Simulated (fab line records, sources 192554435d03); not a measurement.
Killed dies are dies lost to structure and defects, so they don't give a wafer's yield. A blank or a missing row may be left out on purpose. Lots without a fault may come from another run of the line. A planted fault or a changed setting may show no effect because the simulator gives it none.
Chamber matching | flow n5_finfet | N5_BEOL_M1_DESCUM_33 on rie_diel-04: 4 sister chambers
The step chemistry O2, time 7 s. 4 wafers are shown with their chamber, then 12 later ones without.

WAFERS WITH THEIR CHAMBER
wafer  | chamber | throttle_valve_pct (%)
L089.4 | 1       | 20.56
L093.3 | 2       | 20.16
L093.5 | 0       | 20.61
L093.6 | 3       | 20.86

WAFERS WITHOUT THEIR CHAMBER
wafer  | throttle_valve_pct (%)
L095.1 | 20.58
L095.2 | 20.17
L095.3 | 20.64
L095.4 | 20.18
L095.5 | 20.64
L095.6 | 20.58
L096.1 | 20.59
L096.2 | 20.63
L096.4 | 20.64
L097.3 | 20.19
L097.5 | 20.59
L097.6 | 20.19

WHICH CHAMBER EACH WENT THROUGH
wafer  | from the rows above     | in truth
L095.1 | can't be placed: 1 or 0 | 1
L095.2 | 2                       | 2
L095.3 | 0                       | 0
L095.4 | 2                       | 2
L095.5 | 0                       | 0
L095.6 | can't be placed: 1 or 0 | 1
L096.1 | can't be placed: 0 or 1 | 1
L096.2 | 0                       | 0
L096.4 | 0                       | 0
L097.3 | 2                       | 2
L097.5 | can't be placed: 0 or 1 | 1
L097.6 | 2                       | 2
Placed correctly: 8 of 12. Can't be placed from these rows: 4 (the true chamber is among the candidates in 4). Placed wrongly: 0.
How it was worked out, from the rows above alone: a wafer's distance from a chamber is the root of the sum, over the readings, of the square of ((its reading less the chamber's mean) divided by the reading's scatter). The wafer belongs to the nearest chamber; if the next one is less than 2 further off, it can't be placed. A chamber's mean is the mean of its shown wafers. The scatter: with one shown wafer a chamber, the root of the mean of the squares of how far each hidden wafer lies from its nearest shown one.
